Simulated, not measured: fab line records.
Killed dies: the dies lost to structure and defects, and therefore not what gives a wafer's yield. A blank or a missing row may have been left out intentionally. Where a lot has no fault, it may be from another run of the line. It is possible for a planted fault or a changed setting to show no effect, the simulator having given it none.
Struck lot and sound lot, side by side    flow nand-harc    28 out of 1302 route steps
Sound: the wafers L481.2, L481.3, L481.5. Wafers L492.3, L492.4, L492.6 were the ones struck. Last of all comes the cause.
Order at every step that has rows: each side's tool, ch and its chambers, its first start. Under that, the readings that differ: sound wafers    struck wafers    difference of the means    sigmas: that difference in standard deviations of wafers without a fault.
alike: readings whose means differ by less than 2 such deviations, and words and numbers that are the same on both sides. not compared: withheld readings, readings that some wafer has no value for, bounds like >300 that may hide the same value, and numbers for which the record gives no deviation and whose values overlap.
The two part at a step that has a row with sigmas, a row that says differs or no value, or rows on one side only. Numbers that don't overlap but have no deviation are shown without sigmas and don't part them. A reading missing from all wafers of one side parts the sides only when that side holds two or more wafers.

first, 6 steps without rows for these wafers: NHARC_A_ONON_D2_DEP_06 (target thk 1000 nm); NHARC_A_ONON_D2_DEP_09 (target thk 1000 nm); NHARC_A_ONON_D2_DEP_12 (target thk 1000 nm); NHARC_A_ONON_D2_ANNEAL_15 (time 3600 s); NHARC_A_ONON_D2_DEP_16 (target thk 1000 nm); NHARC_A_ONON_D2_DEP_19 (target thk 1000 nm).
NHARC_A_ONON_D2_DEP_22: target thk 1000 nm.
  sound on pecvd-onon-04 ch 0, day 13 10:17; struck on pecvd-onon-04 ch 0, day 17 18:34
then, 20 steps without rows for these wafers: NHARC_A_ONON_D2_DEP_25 (target thk 1000 nm); NHARC_A_ONON_D2_DEP_28 (target thk 1000 nm); NHARC_A_ONON_D2_DEP_33 (deposits SiO2, target thk 200 nm); NHARC_A_CHANNEL_HOLE_D2_DEP_00 (deposits aC, target thk 3100 nm); NHARC_A_CHANNEL_HOLE_D2_DEP_01 (deposits SiON, target thk 140 nm); NHARC_A_CHANNEL_HOLE_D2_DEHYDRATE_02 (time 120 s); NHARC_A_CHANNEL_HOLE_D2_HMDS_03 (time 30 s); NHARC_A_CHANNEL_HOLE_D2_COAT_36 (time 75 s); NHARC_A_CHANNEL_HOLE_D2_COAT_37 (time 65 s); NHARC_A_CHANNEL_HOLE_D2_COAT_04 (resist thk 90 nm); NHARC_A_CHANNEL_HOLE_D2_SOFTBAKE_05 (time 55 s); NHARC_A_CHANNEL_HOLE_D2_EBR_06; NHARC_A_CHANNEL_HOLE_D2_EXPOSE_07 (exposes mask HOLE D2, target cd 100 nm); NHARC_A_CHANNEL_HOLE_D2_PEB_08 (peb time 65 s); NHARC_A_CHANNEL_HOLE_D2_DEVELOP_09 (develop time 35 s); NHARC_A_CHANNEL_HOLE_D2_DESCUM_15 (chemistry O2, time 3 s); NHARC_A_CHANNEL_HOLE_D2_ETCH_38 (etches the open film in CF4, target depth 39 nm, time 65 s); NHARC_A_CHANNEL_HOLE_D2_ETCH_39 (etches the open film in N2/H2, target depth 260 nm, time 325 s); NHARC_A_CHANNEL_HOLE_D2_ETCH_34 (etches the open film in CF4/CHF3, target depth 154 nm, time 77 s); NHARC_A_CHANNEL_HOLE_D2_ETCH_16 (etches the open film in O2/COS, target depth 3100 nm, time 806 s).
-- break in the record here, with 12 days between the starts of the struck wafers on either side (left off in module A_CHANNEL_HOLE_D2, picked up again in module END, where the first step shown is number 1302 on the route) --
NHARC_END_SORT_01:
  sound on prober-01 ch 0, day 25 01:48; struck on prober-01 ch 0, day 29 20:17
reading          sound     struck       difference  sigmas
killed-at-array  73 70 45  118 121 119  +57         +3
killed-dies      75 74 47  122 132 125  +61         +3
  alike: killed-at-other, killed-at-periphery, killed-open, killed-short

== WHERE THEY PART ==
At NHARC_END_SORT_01 and nowhere else, as far as this record goes.

WHY: what the simulator had put in
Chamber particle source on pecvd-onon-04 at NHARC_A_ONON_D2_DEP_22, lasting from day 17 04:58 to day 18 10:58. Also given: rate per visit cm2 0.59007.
